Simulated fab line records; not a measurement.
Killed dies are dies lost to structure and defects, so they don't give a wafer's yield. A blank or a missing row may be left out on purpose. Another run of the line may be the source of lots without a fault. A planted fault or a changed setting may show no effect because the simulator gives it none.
What tool caused it?	flow n5 finfet	Sampling: 12 lots, 36 wafers, 2 of 1938 route steps

WHAT THE GAUGES SHOWED, per wafer
N5_BEOL_M11_CD_MEAS_11 targets a cd of 64.1 nm.
lot	measured	on	cd nm (nm)
L076	day 10 11:11	cd sem-01	64.4 65.0 64.6
L077	day 11 05:37	cd sem-01	64.1 63.6 63.8
L078	day 11 14:16	cd sem-01	64.6 63.5 63.7
L081	day 12 15:15	cd sem-03	63.4 63.4 64.2
L083	day 13 06:38	cd sem-01	64.8 64.7 64.1
L087	day 14 08:29	cd sem-03	63.8 63.2 63.8
L086	day 14 09:18	cd sem-02	64.9 65.2 64.6
L090	day 14 14:06	cd sem-02	63.9 64.0 64.3
L091	day 15 05:05	cd sem-02	63.9 63.8 63.7
L093	day 15 13:45	cd sem-01	63.6 64.5 64.3
L095	day 15 22:02	cd sem-03	64.6 63.7 64.3
L097	day 17 10:24	cd sem-01	64.1 64.2 64.3

EACH LOT AND THE TOOL THAT RAN IT (in order: tool; ch and the chambers of the sampled wafers; start)
lot	N5_BEOL_M10_PRE_CLEAN_45
L076	pvd sputter-02, day 10 06:55
L077	pvd sputter-02, day 11 01:58
L078	pvd sputter-02, day 11 09:30
L081	pvd sputter-02, day 12 09:47
L083	pvd sputter-01, day 13 01:37
L087	pvd sputter-01, day 14 04:02
L086	pvd sputter-01, day 14 04:37
L090	pvd sputter-02, day 14 09:29
L091	pvd sputter-01, day 15 01:08
L093	pvd sputter-03, day 15 10:14
L095	pvd sputter-01, day 15 16:55
L097	pvd sputter-02, day 17 03:15
- N5_BEOL_M10_PRE_CLEAN_45: time 30 s.

THE ANSWER, worked out from the rows above alone
Rule: what is usual is taken from the lots themselves. The widest of any qualifying gaps counts: lots, ordered by their means at a reading, are off when they make up no more than a third of the lots, leave a main group of 4 or more, and stand apart from it by 3 or more times the standard deviation of that group's means. A main group is skipped when, at the precision printed for the reading in the tables above, its means are all equal. Also off: a lot with no number at a reading for which 4 or more lots have one. All remaining lots with rows at the step are treated as sound.
No lot is off at any reading shown: from this, nothing can be told.

WHAT THE SIMULATOR HAD INSERTED
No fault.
